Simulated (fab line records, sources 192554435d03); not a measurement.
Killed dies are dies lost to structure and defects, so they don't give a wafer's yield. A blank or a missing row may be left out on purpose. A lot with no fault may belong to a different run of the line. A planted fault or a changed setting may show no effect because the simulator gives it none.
Matching of chambers	flow n5 finfet	4 sister chambers for N5_BEOL_M8_ETCH_72 on rie diel-05
The step etches underlayer in N2/H2, target depth 6.5 nm, time 5.2 s. 16 wafers are shown with their chamber, then 8 later ones without.

## WAFERS, EACH WITH ITS CHAMBER
wafer	chamber	showerhead plenum p Torr (Torr)	throttle valve pct (%)	drypump motor current A (A)
L084.1	0	2.56	17.75	5.3
L084.3	2	2.62	18.09	5.6
L084.4	3	2.47	17.44	5.5
L087.1	2	2.62	18.09	5.6
L087.2	3	2.46	17.43	5.5
L087.5	2	2.62	18.12	5.6
L076.3	2	2.62	18.10	5.7
L076.4	0	2.56	17.76	5.3
L076.6	1	2.46	17.63	6.2
L090.2	1	2.46	17.65	6.2
L090.4	2	2.62	18.10	5.6
L090.6	0	2.56	17.77	5.3
L091.2	1	2.46	17.64	6.2
L091.5	0	2.55	17.79	5.4
L091.6	1	2.46	17.66	6.2
L093.2	0	2.55	17.80	5.3

SIGNATURES, as means of the wafers listed above
reading	chamber 0	chamber 1	chamber 2	chamber 3	scatter within a chamber
showerhead plenum p Torr	2.5560	2.4600	2.6200	2.4650	0.00376
throttle valve pct	17.7740	17.6450	18.1000	17.4350	0.0155
drypump motor current A	5.320	6.200	5.620	5.500	0.0365
Rule: for each reading, subtract the chamber's mean from the wafer's reading, divide by that reading's scatter and square the result; add these up over the readings and take the root, which gives the wafer's distance from the chamber. If the next closest chamber is less than 2 further off than the closest, the wafer can't be placed; otherwise it belongs to the closest. The scatter: take each reading less its chamber's mean, square it, sum over the shown wafers, divide by the number of wafers less the number of chambers, and take the root.

## WAFERS WITH NO CHAMBER GIVEN
wafer	showerhead plenum p Torr (Torr)	throttle valve pct (%)	drypump motor current A (A)
L093.4	2.55	17.82	5.4
L093.6	2.45	17.68	6.2
L095.2	2.55	17.80	5.4
L095.5	2.46	17.44	5.5
L095.6	2.45	17.68	6.2
L096.2	2.55	17.83	5.4
L096.5	2.45	17.68	6.2
L096.6	2.46	17.47	5.5

## WHICH CHAMBER EACH WENT THROUGH
wafer	from the rows above	in truth
L093.4	0	0
L093.6	1	1
L095.2	0	0
L095.5	3	3
L095.6	1	1
L096.2	0	0
L096.5	1	1
L096.6	3	3
Correct placement for 8 of the 8. Not placeable from these rows: 0. Number placed wrongly: 0.
